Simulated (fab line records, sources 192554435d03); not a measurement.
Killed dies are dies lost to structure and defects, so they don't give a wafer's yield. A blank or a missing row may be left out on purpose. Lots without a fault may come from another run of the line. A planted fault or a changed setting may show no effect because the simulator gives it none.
A struck lot beside a sound one | flow n5_finfet | 31 steps out of a route of 1938
Sound: wafers L226.1, L226.4, L226.6. Struck: wafer L229.2. (L229.4, L229.5 of the same lot were not struck and are left out.) The cause comes at the end.
At each step with rows: each side's tool, then ch and its chambers, then its first start. Under that, the readings that differ: sound wafers | struck wafers | difference of the means | sigmas: that difference in standard deviations of wafers without a fault.
alike: readings whose means differ by less than 2 such deviations, and words and numbers that are the same on both sides. not compared: withheld readings, readings that some wafer has no value for, bounds like >300 that may hide the same value, and numbers for which the record gives no deviation and whose values overlap.
The two part at a step that has a row with sigmas, a row that says differs or no value, or rows on one side only. Numbers that don't overlap but have no deviation are shown without sigmas and don't part them. A reading that every wafer of one side lacks parts them only if that side has two wafers or more.

first, 8 steps without rows for these wafers: N5_ILD0_LINER_00 (material SiNx, target thk 4 nm, pulse time 1 s, purge time 2 s); N5_ILD0_FCVD_FILL_01 (material SiO2 flowable, target thk 200 nm, time 328.3 s); N5_ILD0_CURE_02 (time 1800 s); N5_ILD0_CMP_03 (polishes, stops on SiNx, t overpolish 1.9 s, target thk 197.38 nm); N5_ILD0_CMP_07 (polishes SiO2 flowable, stops on poly-Si, t overpolish 1.18 s, target thk 138.88 nm); N5_ILD0_PRECLEAN_10 (cleans in NF3:NH3, afs cycles 5, time 20 s, sublimation time 60 s); N5_ILD0_ALD_15 (deposits SiNx, target thk 24 nm, pulse time 1 s, ald cycles 480); N5_ILD0_CMP_12 (polishes SiNx, stops on poly-Si, t overpolish 6 s, target thk 17.67 nm).
N5_SDB_HM_DEP_00: deposits SiNx from SiH4/NH3/N2, target thk 40 nm, time 35.3 s.
  sound on pecvd-03 ch 0,1, day 4 23:41; struck on pecvd-03 ch 0, day 5 19:57
  reading                                 | sound        | struck | difference | sigmas
  model.SiNx_of_SDB_HM_DEP_00.thk_nm (nm) | 39.6 41 39.8 | 41.4   | +1.3       |
  alike: heater_power_w, showerhead_plenum_p_Torr, throttle_valve_pct
then, 13 steps without rows for these wafers: N5_SDB_COAT_03 (time 60 s, resist thk 100 nm); N5_SDB_COAT_04 (time 60 s, resist thk 18 nm); N5_SDB_COAT_05 (resist thk 90 nm); N5_SDB_EBR_07; N5_SDB_SOFTBAKE_06 (time 60 s); N5_SDB_EXPOSE_08 (exposes mask SDB); N5_SDB_PEB_09 (peb time 60 s); N5_SDB_DEVELOP_10 (develop time 30 s); N5_SDB_DESCUM_16 (chemistry O2, time 7.9 s); N5_SDB_ETCH_17 (etches SiARC in CF4, target depth 23.4 nm, time 39 s); N5_SDB_ETCH_18 (etches SOC in N2/H2, target depth 100 nm, overetch 20 nm, time 150 s); N5_SDB_STRIP_19 (strips in N2/H2); N5_SDB_STRIP_21 (strips in CF4).
N5_SDB_HM_OPEN_20: chemistry CH3F/O2, target SiNx, stops on poly-Si, target depth 24 nm.
  sound on rie_diel-04 ch 0,2, day 5 00:28; struck on rie_diel-03 ch 3, day 5 20:43
  reading                  | sound             | struck | difference | sigmas
  model.etch.depth_nm (nm) | 23.57 24.97 23.76 | 25.32  | +1.22      |
  alike: drypump_motor_current_A, oes_product_au, rf_vpp_V, showerhead_plenum_p_Torr, throttle_valve_pct
  not compared: rf_hours_counter_h
then, 5 steps without rows for these wafers: N5_SDB_STRIP_22 (strips in N2/H2); N5_SDB_PRECLEAN_23 (cleans in dHF, time 30 s); N5_SDB_DUMMY_REMOVE_24 (chemistry TMAH, target poly-Si, stops on SiO2, target depth 142 nm, time 57 s, rinse time 30 s); N5_SDB_ETCH_25 (etches SiO2 in C4F6/O2, target depth 10 nm, time 3.3 s); N5_SDB_CUT_ETCH_26 (etches Si in HBr/Cl2/O2, target depth 129.6 nm, bt time 20 s, time 51.8 s).
N5_SDB_PRECLEAN_38: cleans in dHF, time 10 s.
  sound on wet_bench-02 ch 1,2,4, day 5 00:58; struck on wet_bench-05 ch 5, day 5 21:13
  reading                                 | sound          | struck | difference | sigmas
  model.SiNx_of_SDB_HM_DEP_00.thk_nm (nm) | 21.6 22.6 21.4 | 23.2   | +1.3       |
then, 1 step without rows for these wafers: N5_SDB_PRECLEAN_39 (cleans in O3/DIW, time 45 s).
-- the record jumps here: 5 days lie between the struck wafers' starts before and after (it left off in module SDB and takes up again in module BEOL_M4, whose first step shown is number 1111 of the route) --
N5_BEOL_M4_RC_MEAS_101:
  sound on prober-02 ch 0, day 10 20:44; struck on prober-01 ch 0, day 11 00:51
  alike: DIBL_N, DIBL_P, IOFF_N, IOFF_P, ION_N, ION_P, SS_N, SS_P, VT_N, VT_P

WHERE THEY PART
Nowhere in this record.

WHY: what the simulator had put in
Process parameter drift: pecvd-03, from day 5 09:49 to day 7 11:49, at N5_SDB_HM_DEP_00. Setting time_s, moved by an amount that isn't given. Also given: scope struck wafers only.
